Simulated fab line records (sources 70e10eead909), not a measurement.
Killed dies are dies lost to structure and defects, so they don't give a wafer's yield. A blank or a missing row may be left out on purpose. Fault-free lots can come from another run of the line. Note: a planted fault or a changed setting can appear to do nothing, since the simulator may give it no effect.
Matching of chambers | flow nand harc | 4 sister chambers for NHARC_A_STAIRCASE_DESCUM_270 on rie diel-09
The step chemistry O2, time 3 s. 20 wafers are shown with their chamber, then 10 later ones without.

== WAFERS, EACH WITH ITS CHAMBER ==
wafer  | chamber | showerhead plenum p Torr (Torr) | drypump motor current A (A) | rf vpp V (V)
L075.2 | 2       | 2.05                            | 5.3                         | 57.8
L075.3 | 1       | 2.03                            | 5.8                         | 57.6
L075.4 | 0       | 1.83                            | 5.2                         | 58.0
L076.1 | 3       | 1.79                            | 6.4                         | 56.0
L076.3 | 0       | 1.83                            | 5.3                         | 56.6
L076.4 | 1       | 2.03                            | 5.7                         | 57.4
L078.2 | 1       | 2.03                            | 5.8                         | 58.0
L078.4 | 0       | 1.82                            | 5.2                         | 58.5
L078.6 | 0       | 1.82                            | 5.2                         | 57.7
L079.3 | 1       | 2.03                            | 5.7                         | 58.6
L079.5 | 0       | 1.82                            | 5.2                         | 56.6
L079.6 | 1       | 2.03                            | 5.7                         | 58.9
L081.2 | 3       | 1.78                            | 6.4                         | 57.8
L081.3 | 0       | 1.82                            | 5.2                         | 56.9
L081.6 | 1       | 2.03                            | 5.8                         | 57.2
L082.1 | 0       | 1.82                            | 5.2                         | 56.7
L082.4 | 3       | 1.78                            | 6.4                         | 55.5
L082.5 | 0       | 1.82                            | 5.2                         | 58.1
L083.1 | 2       | 2.04                            | 5.2                         | 58.8
L083.3 | 3       | 1.78                            | 6.4                         | 59.1

SIGNATURES, as means of the wafers listed above
reading                  | chamber 0 | chamber 1 | chamber 2 | chamber 3 | scatter within a chamber
showerhead plenum p Torr | 1.8225    | 2.0300    | 2.0450    | 1.7825    | 0.00415
drypump motor current A  | 5.213     | 5.750     | 5.250     | 6.400     | 0.0424
rf vpp V                 | 57.388    | 57.950    | 58.300    | 57.100    | 0.976
Rule: a wafer's distance from a chamber is the root of the sum, over the readings, of the square of ((its reading less the chamber's mean) divided by the reading's scatter). If the next closest chamber is less than 2 further off than the closest, the wafer can't be placed; otherwise it belongs to the closest. The scatter is the square root of a quotient: the sum, over the shown wafers, of each reading's squared deviation from its chamber's mean, divided by wafers minus chambers.

== WAFERS MISSING THEIR CHAMBER ==
wafer  | showerhead plenum p Torr (Torr) | drypump motor current A (A) | rf vpp V (V)
L083.5 | 2.04                            | 5.2                         | 57.7
L090.1 | 1.81                            | 5.2                         | 58.3
L090.2 | 1.77                            | 6.4                         | 57.0
L090.4 | 2.02                            | 5.8                         | 59.0
L091.4 | 2.03                            | 5.3                         | 57.5
L091.5 | 1.77                            | 6.4                         | 57.8
L091.6 | 2.03                            | 5.3                         | 59.4
L097.1 | 1.77                            | 6.4                         | 57.6
L097.3 | 2.01                            | 5.7                         | 58.1
L097.4 | 1.81                            | 5.2                         | 57.6

== WHICH CHAMBER EACH ONE RAN IN ==
wafer  | from the rows above | in truth
L083.5 | 2                   | 2
L090.1 | 0                   | 0
L090.2 | 3                   | 3
L090.4 | 1                   | 1
L091.4 | 2                   | 2
L091.5 | 3                   | 3
L091.6 | 2                   | 2
L097.1 | 3                   | 3
L097.3 | 1                   | 1
L097.4 | 0                   | 0
10 of 10 placed correctly. Not placeable from these rows: 0. 0 placed wrongly.
